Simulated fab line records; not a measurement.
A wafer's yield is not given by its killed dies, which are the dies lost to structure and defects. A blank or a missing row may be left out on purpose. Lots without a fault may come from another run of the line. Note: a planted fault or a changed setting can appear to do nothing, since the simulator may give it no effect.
fab line records ; flow nand-harc
record: lots: 5; wafers: 15; last-day: 31
route steps=1302 shown A_M0@1164 A_M1@1169 END@1302
lots that met no fault: taken from a fault-free run of the same line
start-h: start of the lot's first displayed wafer, in hours after the record's first day ; wait-h: how many hours have passed since the lot's step before this one ; " the same as in the row above ; L1.1+2: one row covering several wafers at once ; - either no value or no given start ; * or withheld: withheld ; < > ~ a bound
route shown NAME@n: names a module that has steps shown in the file, with the first one's number in the route ; usual: average and standard deviation across the fault-free wafers ; same: alike in all rows ; chamber/n: place in a boat ; sites: per-site readings ; _std_site: how widely they spread, as a standard deviation ; _edge_site: outer sites' mean less inner sites' ; radius-mm: how far each site lies from the wafer's centre ; mask NAME#n: copy n ; behind: tool/chamber where the wafer was last shaped ; hold: reason for holding the lot/hours on hold/outcome of the hold ; device: which transistor (n, p or np) failed to switch ; end of line: the route-end tests of the same wafers ; for a step that has no rows: nothing shown but its recipe ; killed: count of dies lost to structure and defects at first sort (not the wafer's yield) ; map: per-die view of a wafer (x killed, . not killed, _ where there is no die)
set.NAME: setting as actually run; set.NAME@STEP: the setting as run at that earlier step ; model.NAME: the simulator's own value behind a step, which no gauge read
lots at selected steps of the route; one table per step, one row per wafer
services: from which hour (start-h, from the record's first day; less than 0 if before it) a tool's chamber was out of use, for how many hours, and why
== steps ==
step: NHARC_A_M0_SRD_25
step: NHARC_A_M0_INSPECT_27
usual: raw-defect-count: 546/150
lot.wafer;tool;chamber;start-h;wait-h;raw-defect-count
L574.1;defect-inspect-01;-;542.39;0.0;678
L574.2;defect-inspect-01;-;542.39;0.0;685
L574.5;defect-inspect-01;-;542.39;0.0;874
L576.4;defect-inspect-01;-;545.27;0.0;524
L576.5;defect-inspect-01;-;545.27;0.0;534
L576.6;defect-inspect-01;-;545.27;0.0;444
L585.1;defect-inspect-02;-;637.27;0.0;829
L585.4;defect-inspect-02;-;637.27;0.0;584
L585.6;defect-inspect-02;-;637.27;0.0;1219
L586.1;defect-inspect-01;-;667.60;0.0;441
L586.4;defect-inspect-01;-;667.60;0.0;479
L586.6;defect-inspect-01;-;667.60;0.0;617
L591.2;defect-inspect-02;-;714.38;0.0;519
L591.4;defect-inspect-02;-;714.38;0.0;531
L591.6;defect-inspect-02;-;714.38;0.0;552
step: NHARC_A_M0_PRE_CLEAN_31
recipe: time-s: 12; temp-c: 370; rf-power-w: 300; gas: NH3
usual: heater-power-w: 593/88; rf-fwd-power-W: 292.5/0.85
lot.wafer;tool;chamber;start-h;wait-h;heater-power-w;rf-fwd-power-W
L574.1;pecvd-03;1;542.45;0.1;479;293.3
L574.2;pecvd-03;2;542.45;0.1;524;291.9
L574.5;pecvd-03;0;542.45;0.1;471;293.7
L576.5;pecvd-03;1;545.37;0.1;532;291.7
L576.6;pecvd-03;2;545.37;0.1;474;294.1
L576.4;pecvd-03;0;545.37;0.1;480;292.4
L585.1;pecvd-03;1;637.36;0.1;546;291.0
L585.6;pecvd-03;2;637.36;0.1;534;293.0
L585.4;pecvd-03;1;637.36;0.1;561;291.1
L586.1;pecvd-04;1;667.70;0.1;644;292.0
L586.4;pecvd-04;2;667.70;0.1;626;293.1
L586.6;pecvd-04;1;667.70;0.1;652;292.2
L591.2;pecvd-01;1;714.47;0.1;556;290.9
L591.4;pecvd-01;2;714.47;0.1;652;291.6
L591.6;pecvd-01;1;714.47;0.1;556;290.7
step: NHARC_A_M0_DEP_32
recipe: target-thk-a: 300; temp-c: 370; target-thk-nm: 30; pressure-torr: 3; flow-sccm: 200; rf-w: 450; material: SiCN
usual: heater-power-w: 546/86; rf-fwd-power-W: 449.1/1.3; showerhead-vpp-V: 1343/72
lot.wafer;tool;chamber;start-h;wait-h;heater-power-w;rf-fwd-power-W;showerhead-vpp-V
L574.1;pecvd-03;1;542.53;0.1;515;447.8;1462
L574.2;pecvd-03;2;542.53;0.1;420;452.3;1436
L574.5;pecvd-03;0;542.53;0.1;461;450.5;1318
L576.5;pecvd-03;1;545.54;0.2;522;450.1;1432
L576.6;pecvd-03;2;545.54;0.2;439;449.8;1454
L576.4;pecvd-03;0;545.54;0.2;411;449.0;1328
L585.1;pecvd-03;1;637.50;0.1;461;449.8;1474
L585.6;pecvd-03;2;637.50;0.1;507;449.8;1445
L585.4;pecvd-03;1;637.50;0.1;473;448.6;1442
L586.1;pecvd-04;1;667.84;0.1;627;449.5;1313
L586.4;pecvd-04;2;667.84;0.1;674;448.3;1304
L586.6;pecvd-04;1;667.84;0.1;619;448.6;1272
L591.2;pecvd-01;1;714.61;0.1;498;450.3;1296
L591.4;pecvd-01;2;714.61;0.1;555;447.0;1319
L591.6;pecvd-01;1;714.61;0.1;510;450.6;1317
step: NHARC_A_M1_DEP_00
recipe: target-thk-a: 1825; target-thk-nm: 182.5; temp-c: withheld; pressure-torr: 5; flow-sccm: 200; rf-w: 600; material: SiOC
step: NHARC_A_M1_DEHYDRATE_01
recipe: temp-c: 150; time-s: 120
step: NHARC_A_M1_HMDS_02
recipe: time-s: 30
step: NHARC_A_M1_COAT_34
recipe: temp-c: 200; time-s: 65
step: NHARC_A_M1_COAT_03
recipe: spin-rpm: 1500; resist-thk-nm: 90
step: NHARC_A_M1_SOFTBAKE_04
recipe: temp-c: 105; time-s: 55
step: NHARC_A_M1_EBR_05
step: NHARC_A_M1_EXPOSE_06
recipe: na: 1.35; target-cd-nm: 120; dose-mj: 75.13; mask-id: A_M1
usual: exposure-dose-mJ-cm2: 75.12/0.074
lot.wafer;tool;chamber;start-h;wait-h;mask;exposure-dose-mJ-cm2
L574.1;arfi-scanner-01;0;543.64;-;A_M1#0;75.13
L574.2;arfi-scanner-01;0;543.64;-;A_M1#0;75.23
L574.5;arfi-scanner-01;0;543.64;-;A_M1#0;75.12
L576.4;arfi-scanner-02;0;546.53;-;A_M1#0;75.22
L576.5;arfi-scanner-02;0;546.53;-;A_M1#0;75.17
L576.6;arfi-scanner-02;0;546.53;-;A_M1#0;75.15
L585.1;arfi-scanner-02;0;638.51;-;A_M1#0;75.13
L585.4;arfi-scanner-02;0;638.51;-;A_M1#0;75.22
L585.6;arfi-scanner-02;0;638.51;-;A_M1#0;75.13
L586.1;arfi-scanner-02;0;668.74;-;A_M1#0;75.10
L586.4;arfi-scanner-02;0;668.74;-;A_M1#0;75.09
L586.6;arfi-scanner-02;0;668.74;-;A_M1#0;75.02
L591.2;arfi-scanner-02;0;715.51;-;A_M1#0;72.59
L591.4;arfi-scanner-02;0;715.51;-;A_M1#0;72.49
L591.6;arfi-scanner-02;0;715.51;-;A_M1#0;72.63
step: NHARC_A_M1_PEB_07
recipe: peb-temp-c: 100; peb-time-s: 65
step: NHARC_A_M1_DEVELOP_08
recipe: develop-time-s: 35; dev-temp-c: 23
step: NHARC_A_M1_CD_MEAS_09
recipe: target-cd-nm: 120; landing-energy-ev: 500
usual: cd-nm: 120.1/0.59
lot.wafer;tool;chamber;start-h;wait-h;cd-nm
L574.1;cd-sem-02;0;543.78;-;120.4
L574.2;cd-sem-02;0;543.78;-;120.1
L574.5;cd-sem-02;0;543.78;-;120.7
L576.4;cd-sem-02;0;546.67;-;121.2
L576.5;cd-sem-02;0;546.67;-;120.6
L576.6;cd-sem-02;0;546.67;-;119.8
L585.1;cd-sem-03;0;638.65;-;121.1
L585.4;cd-sem-03;0;638.65;-;121.2
L585.6;cd-sem-03;0;638.65;-;120.6
L586.1;cd-sem-01;0;668.88;-;120.9
L586.4;cd-sem-01;0;668.88;-;119.4
L586.6;cd-sem-01;0;668.88;-;119.8
L591.2;cd-sem-03;0;715.65;-;117.6
L591.4;cd-sem-03;0;715.65;-;122.0
L591.6;cd-sem-03;0;715.65;-;124.8
step: NHARC_A_M1_OVL_MEAS_10
recipe: pitch-nm: 240
usual: overlay-x-nm: -0.2/0.55; overlay-y-nm: -0.2/0.56
lot.wafer;tool;chamber;start-h;wait-h;overlay-x-nm;overlay-y-nm
L574.1;overlay-01;-;543.87;-;-0.4;-0.5
L574.2;overlay-01;-;543.87;-;-0.2;-0.4
L574.5;overlay-01;-;543.87;-;-0.4;-0.6
L576.4;overlay-01;-;546.75;-;-0.1;-0.9
L576.5;overlay-01;-;546.75;-;-0.7;-0.4
L576.6;overlay-01;-;546.75;-;-0.4;0.2
L585.1;overlay-02;-;638.74;-;-0.8;1.1
L585.4;overlay-02;-;638.74;-;-0.5;0.9
L585.6;overlay-02;-;638.74;-;-0.2;1.0
L586.1;overlay-01;-;668.98;-;0.2;0.4
L586.4;overlay-01;-;668.98;-;0.1;0.6
L586.6;overlay-01;-;668.98;-;-0.3;0.8
L591.2;overlay-01;-;715.73;-;0.0;0.1
L591.4;overlay-01;-;715.73;-;-0.2;-0.2
L591.6;overlay-01;-;715.73;-;-0.4;-0.3
step: NHARC_A_M1_INSPECT_11
usual: raw-defect-count: 90/43
lot.wafer;tool;chamber;start-h;wait-h;raw-defect-count
L574.1;defect-inspect-02;-;543.91;0.0;101
L574.2;defect-inspect-02;-;543.91;0.0;102
L574.5;defect-inspect-02;-;543.91;0.0;105
L576.4;defect-inspect-02;-;546.79;0.0;78
L576.5;defect-inspect-02;-;546.79;0.0;71
L576.6;defect-inspect-02;-;546.79;0.0;64
L585.1;defect-inspect-01;-;638.77;0.0;40
L585.4;defect-inspect-01;-;638.77;0.0;21
L585.6;defect-inspect-01;-;638.77;0.0;57
L586.1;defect-inspect-01;-;669.01;0.0;123
L586.4;defect-inspect-01;-;669.01;0.0;91
L586.6;defect-inspect-01;-;669.01;0.0;106
L591.2;defect-inspect-01;-;715.77;0.0;180
L591.4;defect-inspect-01;-;715.77;0.0;192
L591.6;defect-inspect-01;-;715.77;0.0;182
step: NHARC_A_M1_DESCUM_14
recipe: time-s: 3; o2-flow-sccm: 200; ar-flow-sccm: 0; bias-power-w: 0; chemistry: O2
usual: drypump-motor-current-A: 5.6/0.44; oes-product-au: 1.000/0.0092; rf-vpp-V: 57.9/0.81; showerhead-plenum-p-Torr: 1.95/0.082; throttle-valve-pct: 11.310/0.0086
lot.wafer;tool;chamber;start-h;wait-h;drypump-motor-current-A;oes-product-au;rf-hours-counter-h;rf-vpp-V;showerhead-plenum-p-Torr;throttle-valve-pct;model.A_M1.cd-nm
L574.2;rie-diel-12;2;543.98;0.1;5.2;1.017;2.0;59.0;1.87;11.313;119.7
L574.1;rie-diel-12;3;543.98;0.1;5.6;0.998;2.3;58.3;2.02;11.304;120.5
L574.5;rie-diel-12;2;543.98;0.1;5.2;1.012;-;57.8;1.87;11.298;120.4
L576.4;rie-diel-11;0;546.87;0.1;5.5;1.004;6.2;59.3;1.96;11.300;121.5
L576.5;rie-diel-11;2;546.87;0.1;6.1;1.023;-;58.4;2.03;11.317;120.4
L576.6;rie-diel-11;3;546.87;0.1;5.6;1.011;-;58.7;2.05;11.305;121.1
L585.1;rie-diel-11;1;638.83;0.1;4.7;1.009;1.4;56.1;1.89;11.316;121.6
L585.4;rie-diel-11;0;638.83;0.1;5.5;0.987;0.9;57.0;1.96;11.310;121.4
L585.6;rie-diel-11;1;638.83;0.1;4.7;0.999;-;57.3;1.89;11.308;121.8
L586.4;rie-diel-11;0;669.08;0.1;5.5;0.997;2.8;57.1;1.96;11.320;120.4
L586.1;rie-diel-11;3;669.08;0.1;5.7;0.996;2.9;58.6;2.04;11.304;121
L586.6;rie-diel-11;0;669.08;0.1;5.5;0.987;-;58.3;1.96;11.298;120.2
L591.2;rie-diel-10;1;715.83;0.1;6.0;1.002;6.0;58.5;1.85;11.311;117.4
L591.4;rie-diel-10;2;715.83;0.1;5.7;1.012;5.6;58.0;1.78;11.311;122
L591.6;rie-diel-10;2;715.83;0.1;5.7;0.995;-;56.1;1.78;11.297;124.9
step: NHARC_A_M1_ETCH_35
recipe: target-depth-a: 400; overetch-a: 120; time-s: 43.94; ion-energy-ev: 200; n2-flow-sccm: 150; h2-flow-sccm: 150; ar-flow-sccm: 0; rf-w: 400; bias-w: 150; chemistry: N2/H2
usual: drypump-motor-current-A: 5.6/0.42; oes-product-au: 1.000/0.01; rf-fwd-power-W: 395.2/2; rf-vpp-V: 431.6/2.7; showerhead-plenum-p-Torr: 2.08/0.09; throttle-valve-pct: 14.172/0.0084
lot.wafer;tool;chamber;start-h;wait-h;drypump-motor-current-A;oes-product-au;rf-fwd-power-W;rf-hours-counter-h;rf-vpp-V;showerhead-plenum-p-Torr;throttle-valve-pct
L574.2;rie-diel-12;3;544.05;0.1;5.6;0.981;393.9;2.3;434.8;2.16;14.173
L574.1;rie-diel-12;1;544.05;0.1;5.5;0.991;393.0;2.1;429.7;2.05;14.172
L574.5;rie-diel-12;0;544.05;0.1;5.4;0.982;395.6;-;429.1;1.99;14.172
L576.4;rie-diel-11;3;546.95;0.1;5.7;0.983;397.3;6.3;433.7;2.19;14.156
L576.5;rie-diel-11;0;546.95;0.1;5.5;0.996;396.9;-;431.8;2.09;14.165
L576.6;rie-diel-11;1;546.95;0.1;4.7;0.990;394.0;-;429.8;2.01;14.176
L585.4;rie-diel-11;3;638.92;0.1;5.6;1.006;397.3;1.6;434.8;2.18;14.175
L585.1;rie-diel-11;2;638.92;0.1;6.1;1.011;393.2;1.3;434.1;2.17;14.170
L585.6;rie-diel-11;3;638.92;0.1;5.6;1.008;399.0;-;433.6;2.18;14.172
L586.1;rie-diel-11;3;669.16;0.1;5.7;1.004;397.6;2.9;433.2;2.18;14.176
L586.4;rie-diel-11;0;669.16;0.1;5.5;0.991;396.3;2.8;431.5;2.09;14.154
L586.6;rie-diel-11;0;669.16;0.1;5.5;0.992;394.4;-;432.4;2.09;14.168
L591.2;rie-diel-10;1;715.92;0.1;6.0;1.010;392.7;6.0;428.1;1.97;14.177
L591.4;rie-diel-10;2;715.92;0.1;5.7;1.008;395.6;5.6;426.4;1.89;14.165
L591.6;rie-diel-10;0;715.92;0.1;6.3;0.997;396.8;-;431.8;2.11;14.163
step: NHARC_A_M1_ETCH_15
recipe: target-depth-a: 1825; time-s: 91.2; c4f8-flow-sccm: withheld; ar-flow-sccm: 400; rf-w: 600; bias-w: 300; chemistry: C4F8/Ar
usual: oes-product-au: 0.956/0.021; rf-fwd-power-W: 595.9/2.1; rf-vpp-V: 441.8/2.6
lot.wafer;tool;chamber;start-h;wait-h;oes-product-au;rf-fwd-power-W;rf-hours-counter-h;rf-vpp-V
L574.2;rie-diel-12;1;-;-;0.949;595.5;2.1;442.5
L574.1;rie-diel-12;2;-;-;0.962;593.2;2.0;438.6
L574.5;rie-diel-12;0;-;-;0.967;596.7;-;437.9
L576.4;rie-diel-11;2;-;-;0.971;591.6;6.1;443.6
L576.6;rie-diel-11;1;-;-;0.986;592.3;-;441.5
L576.5;rie-diel-11;2;-;-;0.973;595.6;-;445.5
L585.1;rie-diel-11;2;-;-;0.967;598.5;1.3;444.1
L585.4;rie-diel-11;1;-;-;0.961;593.4;1.5;441.7
L585.6;rie-diel-11;3;-;-;0.983;594.7;-;444.5
L586.4;rie-diel-11;0;-;-;0.929;596.8;2.8;442.4
L586.1;rie-diel-11;1;-;-;0.920;592.8;3.4;441.0
L586.6;rie-diel-11;0;-;-;0.930;596.3;-;442.2
L591.4;rie-diel-10;2;-;-;0.933;596.8;5.6;435.3
L591.2;rie-diel-10;1;-;-;0.920;596.9;6.0;440.0
L591.6;rie-diel-10;3;-;-;0.922;597.8;-;444.4
step: NHARC_A_M1_CD_MEAS_16
usual: cd-nm: 119.9/0.91
lot.wafer;tool;chamber;start-h;wait-h;cd-nm
L574.1;cd-sem-01;-;544.27;-;120.7
L574.2;cd-sem-01;-;544.27;-;120.0
L574.5;cd-sem-01;-;544.27;-;120.7
L576.4;cd-sem-01;-;547.16;-;121.1
L576.5;cd-sem-01;-;547.16;-;119.9
L576.6;cd-sem-01;-;547.16;-;120.5
L585.1;cd-sem-03;-;639.14;-;121.6
L585.4;cd-sem-03;-;639.14;-;120.8
L585.6;cd-sem-03;-;639.14;-;121.7
L586.1;cd-sem-03;-;669.39;-;121.3
L586.4;cd-sem-03;-;669.39;-;120.3
L586.6;cd-sem-03;-;669.39;-;121.0
L591.2;cd-sem-01;-;716.14;-;116.8
L591.4;cd-sem-01;-;716.14;-;122.3
L591.6;cd-sem-01;-;716.14;-;124.6
step: NHARC_A_M1_STRIP_18
recipe: power-w: 1000; n2-flow-sccm: 150; h2-flow-sccm: 150; ar-flow-sccm: 0; bias-w: 0; chemistry: N2/H2
usual: drypump-motor-current-A: 5.6/0.37; oes-product-au: 1.000/0.0093; rf-fwd-power-W: 997/3.4; rf-vpp-V: 90.7/0.99; showerhead-plenum-p-Torr: 2.05/0.085; throttle-valve-pct: 14.171/0.0088
lot.wafer;tool;chamber;start-h;wait-h;drypump-motor-current-A;oes-product-au;rf-fwd-power-W;rf-hours-counter-h;rf-vpp-V;showerhead-plenum-p-Torr;throttle-valve-pct
L574.2;rie-diel-11;3;544.37;0.1;5.6;1.007;1005;6.2;90.7;2.19;14.168
L574.1;rie-diel-11;1;544.37;0.1;4.7;0.994;998;5.7;90.4;2.01;14.180
L574.5;rie-diel-11;2;544.37;0.1;6.1;1.012;995;-;91.3;2.17;14.148
L576.4;rie-diel-10;0;547.23;0.1;6.4;1.000;997;8.1;90.5;2.11;14.177
L576.5;rie-diel-10;0;547.23;0.1;6.4;1.008;999;-;91.2;2.11;14.167
L576.6;rie-diel-10;1;547.23;0.1;6.0;1.000;994;-;90.4;1.97;14.172
L585.4;rie-diel-12;2;639.24;0.1;5.2;1.008;998;0.0;91.4;1.99;14.177
L585.1;rie-diel-12;0;639.24;0.1;5.4;0.990;996;0.1;91.2;1.99;14.175
L585.6;rie-diel-12;1;639.24;0.1;5.6;0.986;997;-;90.5;2.05;14.166
L586.1;rie-diel-12;0;669.49;0.1;5.4;0.994;993;1.0;90.4;1.99;14.168
L586.4;rie-diel-12;1;669.49;0.1;5.5;0.990;1000;1.0;92.0;2.05;14.182
L586.6;rie-diel-12;3;669.49;0.1;5.6;1.011;999;-;91.8;2.16;14.187
L591.2;rie-diel-12;3;716.23;0.1;5.6;1.009;999;2.6;91.9;2.16;14.171
L591.4;rie-diel-12;1;716.23;0.1;5.5;0.990;994;2.2;90.1;2.05;14.174
L591.6;rie-diel-12;3;716.23;0.1;5.6;0.996;997;-;91.9;2.16;14.169
step: NHARC_A_M1_ETCH_28
recipe: target-depth-a: 300; over-etch-frac: 0.3; time-s: 72.99; ion-energy-ev: 150; cf4-flow-sccm: 50; n2-flow-sccm: 100; ar-flow-sccm: 150; rf-w: 300; bias-w: 100; chemistry: CF4/N2
usual: drypump-motor-current-A: 5.6/0.39; oes-product-au: 1.001/0.0093; rf-fwd-power-W: 297.3/1.2; rf-vpp-V: 314.5/1.9; showerhead-plenum-p-Torr: 2.65/0.1; throttle-valve-pct: 19.795/0.0085
lot.wafer;tool;chamber;start-h;wait-h;drypump-motor-current-A;oes-product-au;rf-fwd-power-W;rf-hours-counter-h;rf-vpp-V;showerhead-plenum-p-Torr;throttle-valve-pct;model.A_M1.cd-nm
L574.2;rie-diel-11;0;-;-;5.5;0.997;298.3;6.0;315.3;2.69;19.795;120.3
L574.1;rie-diel-11;2;-;-;6.2;1.014;296.0;5.9;316.8;2.78;19.790;120.2
L574.5;rie-diel-11;3;-;-;5.6;0.996;298.9;-;317.8;2.80;19.801;121
L576.4;rie-diel-10;3;-;-;5.9;0.999;297.3;7.3;316.2;2.75;19.782;121.4
L576.5;rie-diel-10;0;-;-;6.4;1.009;298.3;-;314.8;2.71;19.795;120.5
L576.6;rie-diel-10;1;-;-;6.0;1.014;297.7;-;312.9;2.55;19.786;120.4
L585.1;rie-diel-12;3;-;-;5.6;1.019;297.5;0.1;315.9;2.77;19.795;120.7
L585.4;rie-diel-12;0;-;-;5.4;0.993;298.1;0.1;313.8;2.57;19.802;120.7
L585.6;rie-diel-12;2;-;-;5.2;1.014;297.2;-;313.3;2.56;19.803;121.3
L586.1;rie-diel-12;0;-;-;5.4;0.985;296.1;1.1;314.4;2.57;19.781;120.4
L586.4;rie-diel-12;1;-;-;5.5;0.993;295.8;1.0;315.6;2.64;19.790;120.3
L586.6;rie-diel-12;3;-;-;5.6;1.010;297.4;-;315.1;2.77;19.803;120.3
L591.4;rie-diel-12;3;-;-;5.6;1.000;297.5;2.6;317.1;2.76;19.790;122.8
L591.2;rie-diel-12;2;-;-;5.2;1.005;295.7;2.4;313.5;2.56;19.791;116.4
L591.6;rie-diel-12;3;-;-;5.6;1.001;298.5;-;316.2;2.76;19.801;124.4
step: NHARC_A_M1_STRIP_19
recipe: time-s: 600; temp-c: 30; chemistry: post-etch-residue-remover
step: NHARC_END_SORT_01
recipe: temp-c: 25
usual: defect-limited-yield: 90/3.4; killed-at-array: 62/22; killed-at-other: 1.0/1.4; killed-at-periphery: 4.2/2.8; killed-dies: 67/23; killed-open: 3.1/1.7; killed-short: 2.1/1.5
same: gross-dies: 677
lot.wafer;tool;chamber;start-h;wait-h;defect-limited-yield[%];killed-at-array;killed-at-other;killed-at-periphery;killed-dies;killed-open;killed-short
L576.4;prober-01;0;582.48;3.4;90;59;0;11;70;5;4
L576.5;prober-01;0;583.28;3.7;92;47;0;10;57;4;4
L576.6;prober-01;0;584.08;4.0;92;49;0;6;55;2;2
L574.1;prober-02;0;587.85;2.5;90;64;0;6;70;2;2
L574.2;prober-02;0;588.64;2.8;90;62;0;6;68;2;4
L574.5;prober-02;0;591.03;3.7;89;69;0;7;76;1;1
L585.1;prober-02;0;675.26;2.5;95;35;1;1;37;2;2
L585.4;prober-02;0;677.67;3.4;96;25;2;1;28;3;2
L585.6;prober-02;0;679.28;4.0;92;49;0;2;51;3;2
L586.1;prober-02;0;706.44;2.5;87;82;0;9;91;7;0
L586.4;prober-02;0;708.84;3.4;90;64;0;6;70;2;3
L586.6;prober-02;0;710.45;4.0;88;74;1;4;79;4;2
L591.2;prober-01;0;749.40;2.8;82;110;0;9;119;2;2
L591.4;prober-01;0;750.98;3.4;83;104;0;8;112;3;1
L591.6;prober-01;0;752.56;4.0;86;85;0;10;95;1;1
killed by level:class
L576.4 A_SLIT:chamber-film-flake=26 A_CHANNEL_HOLE_D2:chamber-film-flake=9 P_M0:chamber-film-flake=7 A_CONTACT:chamber-film-flake=7 A_CHANNEL_HOLE_D1:chamber-film-flake=4 A_STAIRCASE:chamber-film-flake=4 A_CHANNEL_FILL_D1:geometric-particle:open=2 A_ONON_D2:geometric-particle:open=2
L576.5 A_SLIT:chamber-film-flake=22 A_CHANNEL_HOLE_D2:chamber-film-flake=12 P_M0:chamber-film-flake=5 P_GATE:chamber-film-flake=4 A_CHANNEL_FILL_D1:geometric-particle:short=3 A_CHANNEL_HOLE_D1:chamber-film-flake=3 A_CONTACT:chamber-film-flake=2 P_CONTACT:geometric-particle:open=1
L576.6 A_SLIT:chamber-film-flake=19 A_CHANNEL_HOLE_D2:chamber-film-flake=16 A_CONTACT:chamber-film-flake=7 P_M0:chamber-film-flake=5 A_STAIRCASE:chamber-film-flake=3 A_CHANNEL_FILL_D1:geometric-particle:short=2 P_M0:geometric-particle:open=1 A_CONTACT:geometric-particle:open=1
L574.1 A_SLIT:chamber-film-flake=28 A_CHANNEL_HOLE_D1:chamber-film-flake=25 A_CONTACT:chamber-film-flake=4 P_STI:chamber-film-flake=3 A_STAIRCASE:chamber-film-flake=2 P_GATE:geometric-particle:open=1 P_M0:geometric-particle:short=1 A_ONON_D1:geometric-particle:short=1
L574.2 A_CHANNEL_HOLE_D1:chamber-film-flake=28 A_SLIT:chamber-film-flake=19 A_CHANNEL_HOLE_D2:chamber-film-flake=8 A_STAIRCASE:chamber-film-flake=3 P_STI:chamber-film-flake=2 A_CONTACT:chamber-film-flake=2 P_STI:geometric-particle:short=1 P_GATE:geometric-particle:short=1
L574.5 A_CHANNEL_HOLE_D1:chamber-film-flake=29 A_SLIT:chamber-film-flake=23 A_CONTACT:chamber-film-flake=6 P_STI:chamber-film-flake=5 A_CHANNEL_HOLE_D2:chamber-film-flake=3 P_GATE:chamber-film-flake=2 A_CHANNEL_FILL_D2:chamber-film-flake=2 A_STAIRCASE:chamber-film-flake=2
L585.1 A_CHANNEL_HOLE_D2:chamber-film-flake=22 A_CHANNEL_HOLE_D1:chamber-film-flake=4 A_SLIT:chamber-film-flake=3 A_CONTACT:chamber-film-flake=2 A_ONON_D2:geometric-particle:short=1 A_WL_FILL:geometric-particle:short=1 A_WL_FILL:geometric-particle:open=1 STARTING-WAFER:geometric-particle:open=1
L585.4 A_CHANNEL_HOLE_D2:chamber-film-flake=12 A_CHANNEL_HOLE_D1:chamber-film-flake=3 A_CONTACT:chamber-film-flake=3 A_M1:chamber-film-flake=2 P_GATE:geometric-particle:open=1 A_CHANNEL_FILL_D1:geometric-particle:open=1 A_DECK1_JOINT:geometric-particle:open=1 A_M0:geometric-particle:short=1
L585.6 A_CHANNEL_HOLE_D2:chamber-film-flake=26 A_CHANNEL_HOLE_D1:chamber-film-flake=8 A_SLIT:chamber-film-flake=5 A_DECK1_JOINT:chamber-film-flake=2 A_STAIRCASE:chamber-film-flake=2 P_CONTACT:geometric-particle:short=1 P_M1:geometric-particle:open=1 A_SOURCE_PLATE:geometric-particle:open=1
L586.1 A_CHANNEL_HOLE_D1:chamber-film-flake=34 A_CHANNEL_HOLE_D2:chamber-film-flake=24 A_CONTACT:chamber-film-flake=5 A_SGD_CUT:chamber-film-flake=4 A_CHANNEL_FILL_D2:chamber-film-flake=4 P_STI:chamber-film-flake=3 P_GATE:chamber-film-flake=3 A_DECK1_JOINT:chamber-film-flake=3
L586.4 A_CHANNEL_HOLE_D1:chamber-film-flake=27 A_CHANNEL_HOLE_D2:chamber-film-flake=18 A_SLIT:chamber-film-flake=5 P_GATE:chamber-film-flake=4 A_SGD_CUT:chamber-film-flake=4 A_CONTACT:chamber-film-flake=2 P_M0:geometric-particle:open=1 A_DECK1_JOINT:geometric-particle:short=1
L586.6 A_CHANNEL_HOLE_D1:chamber-film-flake=33 A_CHANNEL_HOLE_D2:chamber-film-flake=24 P_STI:chamber-film-flake=3 A_CHANNEL_FILL_D2:chamber-film-flake=3 A_SGD_CUT:chamber-film-flake=3 A_CONTACT:chamber-film-flake=2 P_GATE:geometric-particle:open=1 A_ONON_D1:geometric-particle:open=1
L591.2 A_SLIT:chamber-film-flake=32 A_CHANNEL_HOLE_D1:chamber-film-flake=28 A_CHANNEL_HOLE_D2:chamber-film-flake=28 A_STAIRCASE:chamber-film-flake=12 A_CONTACT:chamber-film-flake=5 P_STI:chamber-film-flake=3 P_M2:chamber-film-flake=2 P_CONTACT:geometric-particle:open=1
L591.4 A_CHANNEL_HOLE_D1:chamber-film-flake=32 A_SLIT:chamber-film-flake=24 A_CHANNEL_HOLE_D2:chamber-film-flake=22 A_CONTACT:chamber-film-flake=12 A_STAIRCASE:chamber-film-flake=9 P_M2:chamber-film-flake=3 A_CONTACT:geometric-particle:open=2 P_STI:chamber-film-flake=2
L591.6 A_CHANNEL_HOLE_D1:chamber-film-flake=26 A_SLIT:chamber-film-flake=25 A_CHANNEL_HOLE_D2:chamber-film-flake=21 A_STAIRCASE:chamber-film-flake=7 P_STI:chamber-film-flake=4 A_CONTACT:chamber-film-flake=4 P_ZERO_WELL:chamber-film-flake=3 P_M2:chamber-film-flake=3
== services ==
tool;chamber;start-h;hours;kind
pecvd-01;1;520.66;6.6;repair
pecvd-04;1;531.54;3.0;repair
arfi-scanner-01;-;532.84;0.7;repair
pecvd-01;-;532.98;0.5;repair
pecvd-03;-;547.56;13.0;pm
arfi-scanner-01;-;557.55;2.1;repair
rie-diel-10;3;593.75;3.2;repair
arfi-scanner-01;-;596.00;4.0;pm
rie-diel-10;-;596.52;9.0;pm
rie-diel-10;3;609.46;2.4;repair
rie-diel-11;-;609.50;9.0;pm
rie-diel-11;0;619.74;6.2;repair
rie-diel-12;-;622.49;9.0;pm
rie-diel-10;1;623.57;7.8;repair
arfi-scanner-02;-;625.86;1.3;repair
pecvd-04;-;631.38;13.0;pm
arfi-scanner-01;-;640.22;1.4;repair
rie-diel-11;-;641.52;1.1;repair
rie-diel-12;0;643.53;8.0;repair
pecvd-03;0;648.50;4.9;repair
arfi-scanner-02;-;658.95;4.0;pm
pecvd-01;-;691.12;13.0;pm
arfi-scanner-01;-;705.60;6.4;repair
rie-diel-11;-;712.77;0.4;repair
== key ==
first-sign: step: NHARC_A_M1_EXPOSE_06; reading: exposure-dose-mJ-cm2; direction: down; sigmas: 34; usual: 75.12; struck: 72.57
effect: step: NHARC_A_M1_CD_MEAS_09; reading: cd-nm; direction: up; sigmas: 2.4; usual: 120.1; struck: 121.5; through: control-loop
model-effect: step: NHARC_A_M1_DESCUM_14; value: A_M1.cd-nm; without: 120; struck: 121.4
model-effect: step: NHARC_A_M1_ETCH_28; value: A_M1.cd-nm; without: 119.7; struck: 121.2
met-at NHARC_A_M1_EXPOSE_06
struck-wafers L591.2,L591.4,L591.6
loop-trim: step: NHARC_A_M1_EXPOSE_06; setting: dose; lots: L591
onset-between 668.74 715.51
fault: kind: process-parameter-drift; tool: arfi-scanner-02; chamber: -; onset-h: 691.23; steps: NHARC_A_M1_EXPOSE_06; channel: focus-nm; offset: 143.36; spread-by-wafer: 0.3; shape: step; end-h: 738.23
loop-trim: a control loop set the setting to another value than it would have without faults
